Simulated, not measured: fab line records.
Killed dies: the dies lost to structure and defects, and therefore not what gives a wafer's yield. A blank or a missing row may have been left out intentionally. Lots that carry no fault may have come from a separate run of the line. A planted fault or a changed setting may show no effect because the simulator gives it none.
Matching of chambers	flow n5 finfet	N5_PMOS_HMC_CHANNEL_EPI_HM_OPEN_15 on rie diel-06: 4 sister chambers
The step chemistry CHF3/O2, target SiO2, target depth 40.6 nm, time 20.3 s. 4 wafers are shown with their chamber, then 8 later ones without.

== WAFERS, EACH WITH ITS CHAMBER ==
wafer	chamber	showerhead plenum p Torr (Torr)
L085.1	0	2.37
L085.2	3	2.40
L085.4	1	2.48
L087.1	2	2.24

== WAFERS MISSING THEIR CHAMBER ==
wafer	showerhead plenum p Torr (Torr)
L087.2	2.48
L087.4	2.40
L094.4	2.36
L094.5	2.36
L094.6	2.47
L096.2	2.47
L096.3	2.40
L096.4	2.24

== EACH ONE'S CHAMBER ==
wafer	from the rows above	in truth
L087.2	1	1
L087.4	3	3
L094.4	0	0
L094.5	0	0
L094.6	1	1
L096.2	1	1
L096.3	3	3
L096.4	2	2
Correctly placed: 8 of 8. Left unplaced by these rows: 0. Placed wrongly: 0.
How it was worked out, from the rows above alone: a wafer's distance from a chamber is the root of the sum, over the readings, of the square of ((its reading less the chamber's mean) divided by the reading's scatter). If the next closest chamber is less than 2 further off than the closest, the wafer can't be placed; otherwise it belongs to the closest. The mean given for a chamber averages the wafers shown for that chamber. The scatter: root of mean squared gap, hidden wafer to nearest shown wafer, with one shown wafer a chamber.
